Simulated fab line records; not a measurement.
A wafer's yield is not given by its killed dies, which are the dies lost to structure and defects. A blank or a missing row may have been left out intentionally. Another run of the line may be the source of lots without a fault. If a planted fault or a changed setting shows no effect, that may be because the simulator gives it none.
Split-lot study ; flow n5 finfet ; 21 wafers read across 7 lots, on a route 1938 steps long

THE SPLIT ITSELF
At N5_BEOL_M3_HM_DEP_02 (deposits TiN, target thk 20 nm), the setting target thk a was moved away from the recipe's 200 angstrom on 5 of the 21 wafers read, by -9.9% to +13.5%. For the rest of the wafers, this setting stayed at what the recipe calls for.

FROM THE SPLIT TO THE READING: what the file shows between them, 8 steps
- N5_BEOL_M3_COAT_61: time 60 s, resist thk 60 nm
- N5_BEOL_M3_COAT_62: time 60 s, resist thk 12 nm
- N5_BEOL_M3_STRIP_75: strips in N2/H2
- N5_BEOL_M3_STRIP_66: strips in CF4
- N5_BEOL_M3_HM_OPEN_17: chemistry Cl2/BCl3, target TiN, target depth 20 nm, overetch 6 nm
- N5_BEOL_M3_STRIP_19: strips in O2
- N5_BEOL_M3_STRIP_83: strips in C4F6/O2
- N5_BEOL_M3_STRIP_36: strips in N2/H2

THE READING
TiN_of_BEOL_M3_HM_DEP_02.thk nm (the simulator's own value, which no gauge read), in nm, at N5_BEOL_M3_TRENCH_ETCH_37 (etches SiOC in C4F6/O2, target depth 55.555 nm, time 29.2 s). There is no usual value for it anywhere in the file. Here, 16 wafers ran the recipe; their average is 17.9 nm with a standard deviation of 0.35 nm.

wafer;tool, chamber at the split;target thk a as run, angstrom;against the recipe;TiN_of_BEOL_M3_HM_DEP_02.thk nm, nm;against lot-mates on the recipe
L074.1;pvd sputter-02, -;200;recipe;17.6;-
L074.2;pvd sputter-02, -;200;recipe;17.8;-
L074.3;pvd sputter-02, -;215;+7.5%;19.4;+1.7
L076.1;pvd sputter-03, -;200;recipe;18.2;-
L076.5;pvd sputter-03, -;200;recipe;17.8;-
L076.6;pvd sputter-03, -;200;recipe;17.8;-
L080.2;pvd sputter-03, -;226.9;+13.5%;20.2;+2.0
L080.4;pvd sputter-03, -;226.9;+13.5%;20.8;+2.6
L080.5;pvd sputter-03, -;200;recipe;18.2;-
L090.2;pvd sputter-02, -;200;recipe;18.4;-
L090.3;pvd sputter-02, -;200;recipe;18.4;-
L090.4;pvd sputter-02, -;200;recipe;18.4;-
L089.2;pvd sputter-02, -;200;recipe;17.8;-
L089.4;pvd sputter-02, -;200;recipe;17.4;-
L089.6;pvd sputter-02, -;200;recipe;17.4;-
L092.1;pvd sputter-02, -;192.5;-3.7%;17.2;-0.4
L092.2;pvd sputter-02, -;200;recipe;17.6;-
L092.6;pvd sputter-02, -;200;recipe;17.6;-
L093.2;pvd sputter-03, -;200;recipe;18.2;-
L093.3;pvd sputter-03, -;200;recipe;18.2;-
L093.6;pvd sputter-03, -;180.2;-9.9%;16.2;-2.0

THE FIT
A straight line over all 21 wafers: TiN_of_BEOL_M3_HM_DEP_02.thk nm changes by +0.188 nm for each +1% of target thk a; r = +0.95; the points scatter about the line by 0.33 nm.
The same after taking each lot's own level away (the mean of its wafers on the recipe; 21 wafers): +0.181 nm for each +1%; r = +0.98; scatter 0.19 nm.
According to that fit, moving target thk a by its largest amount changes the reading by 2.4 nm.
The span of the lots' own levels, 17.53 to 18.40 nm, comes to 2.5 times the standard deviation stated above.
So the lot-to-lot level changes the slope little: the two slopes agree.
Check: for one of the wafers moved furthest among these (+13.5%), held out of the fit, the line's prediction against its lot-mates is +2.67 nm. Against them it came out at +2 nm.

OTHER SPLITS ON THESE WAFERS
Before the reading, these wafers also passed through other splits. Each is held against what the fit with the lots' levels taken away leaves over:
other split on the same wafers;wafers away from the commonest value;r with TiN_of_BEOL_M3_HM_DEP_02.thk nm (lot level and that fit taken away)
N5_BEOL_M2_DESCUM_16 time s;3;+0.12

THE WHOLE CHAIN: every reading that the file lists as answering this split, in the file's order
step;what it does;reading;change (the file's fit);r (the file's)
N5_BEOL_M3_HM_DEP_02;deposits TiN, target thk 20 nm;TiN_of_BEOL_M3_HM_DEP_02.thk nm (the simulator's own value, which no gauge read);+0.183 nm for each +1% of the setting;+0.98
N5_BEOL_M3_HM_OPEN_17;chemistry Cl2/BCl3, target TiN, target depth 20 nm, overetch 6 nm;etch.depth nm (the simulator's own value, which no gauge read);+0.19 nm for each +1% of the setting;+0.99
N5_BEOL_M3_TRENCH_ETCH_37;etches SiOC in C4F6/O2, target depth 55.555 nm, time 29.2 s;TiN_of_BEOL_M3_HM_DEP_02.thk nm (the simulator's own value, which no gauge read);+0.186 nm for each +1% of the setting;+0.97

THE FILE'S OWN FIT
TiN_of_BEOL_M3_HM_DEP_02.thk nm changes by +0.186 nm for each +1% of target thk a, r = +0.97.
